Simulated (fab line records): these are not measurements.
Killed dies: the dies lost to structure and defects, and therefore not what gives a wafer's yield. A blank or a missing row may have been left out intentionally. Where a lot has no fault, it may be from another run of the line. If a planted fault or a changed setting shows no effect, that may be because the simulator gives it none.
8D (eight disciplines) problem report, filled in by code || flow nand_harc || the parts of the form that need people (team, actions taken, sign-off) are left out

1. WHAT WENT WRONG
Mean of run_length_s at NHARC_A_CHANNEL_FILL_D2_ETCHBACK_20: 31.0 s across 3 wafers in 2 lots; on wafers with no fault it is 34.7 s (standard deviation 0.41). Relative to the usual mean, that is a shift of -8.9 standard deviations.
The step: etches the open film in C4F8/O2/Ar, target depth 27 nm, time 13.5 s.
The first sign was on wafer L882.2 at day 19 09:04, on rie_diel-07. The record has a number at this step for 18 wafers belonging to 6 lots. The rule behind "out" and "out of limits": a value lying over 4 standard deviations away from the usual mean. The other wafers with a number count as sound.

2. WHAT IT IS, AND WHAT IT ISN'T
{"question": "which readings at this step", "is": "run_length_s", "is not": "oes_product_au, rf_vpp_V"}
{"question": "which lots", "is": "L877, L882", "is not": "L872, L875, L893, L895"}
{"question": "which wafers of those lots", "is": "L877.2, L877.6, L882.2", "is not": "L877.4, L882.1, L882.6"}
{"question": "read on which tools", "is": "rie_diel-07", "is not": "rie_diel-04, rie_diel-13"}
{"question": "when", "is": "from day 19 09:04", "is not": "up to then (8 sound wafers); but 7 sound wafers of L877, L893, L895 came after"}

3. THE SUSPECTS, EACH WITH WHAT RULES IT OUT
Counting: a tool at a process step up to the reading stays a suspect if it ran every lot that is out. Sound lots after the first of them don't rule it out here, since some wafers of a struck lot are sound.
- xsem-02 at NHARC_A_CHANNEL_HOLE_D2_XSEM_32: kept. It processed each lot that is out (first: L882, day 18 08:43); up to then, its last sound lot is L872 (day 13 22:08).
- ald_sin_batch-02 at NHARC_A_CHANNEL_FILL_D2_ALD_03 (deposits SiNx, target thk 6 nm, pulse time 60 s, ald cycles 58): kept. It processed each lot that is out (first: L882, day 18 21:27); up to then, its last sound lot is L872 (day 14 10:42). NHARC_A_CHANNEL_FILL_D2_ALD_03: start missing for some lots; hours and lot order therefore follow NHARC_A_CHANNEL_FILL_D2_ALD_16.
- ald_hk-04 at NHARC_A_CHANNEL_FILL_D2_ALD_16 (deposits SiO2, target thk 1.5 nm, pulse time 10 s, ald cycles 15): kept. It ran every lot that is out, first L882 (day 18 21:27).
- rie_diel-07 at NHARC_A_CHANNEL_FILL_D2_ETCHBACK_20 (etches the open film in C4F8/O2/Ar, target depth 27 nm, time 13.5 s): kept. It processed each lot that is out (first: L882, day 19 09:04); up to then, its last sound lot is L872 (day 14 22:11). On those wafers its own readings are out: run_length_s.
- In rie_diel-07 at NHARC_A_CHANNEL_FILL_D2_ETCHBACK_20, the wafers that are out were processed in chamber 3 and their sound lot-mates in chambers 1, 2.
Left after counting: xsem-02 at NHARC_A_CHANNEL_HOLE_D2_XSEM_32, ald_sin_batch-02 at NHARC_A_CHANNEL_FILL_D2_ALD_03, ald_hk-04 at NHARC_A_CHANNEL_FILL_D2_ALD_16, rie_diel-07 at NHARC_A_CHANNEL_FILL_D2_ETCHBACK_20.

4. THE CAUSE (what the simulator had put in)
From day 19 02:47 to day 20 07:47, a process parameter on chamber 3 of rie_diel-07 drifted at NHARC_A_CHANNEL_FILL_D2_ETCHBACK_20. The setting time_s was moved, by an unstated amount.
4 suspects survive the count, and this tool is in that group.

5. SEQUENCE OF EFFECTS, ordered by route
One row per reading whose mean, taken over the struck wafers that have a number, lies over 3 standard deviations from the usual. Only readings for which the record gives a usual standard deviation are gone through. hours: the time from each lot's start at the first step in this table that gives one to its start at this step, as a median over the lots. sigmas: the change in usual standard deviations.
{"hours": 0, "step": "NHARC_A_CHANNEL_FILL_D2_ETCHBACK_20", "reading": "run_length_s", "usual": "34.7 s", "on struck wafers": 31.0, "change": -3.7, "sigmas": -8.9}
Its process steps:
- NHARC_A_CHANNEL_FILL_D2_ETCHBACK_20: etches the open film in C4F8/O2/Ar, target depth 27 nm, time 13.5 s.
Later measuring or inspecting steps at which every struck wafer that the step has a row for has a number for every such reading, and none has moved that far: NHARC_END_SORT_01.

6. HOW IT WOULD HAVE BEEN CAUGHT EARLIER
In this record no reading fell out of limits until day 19 09:04, 6 hours after the fault had begun at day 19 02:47.
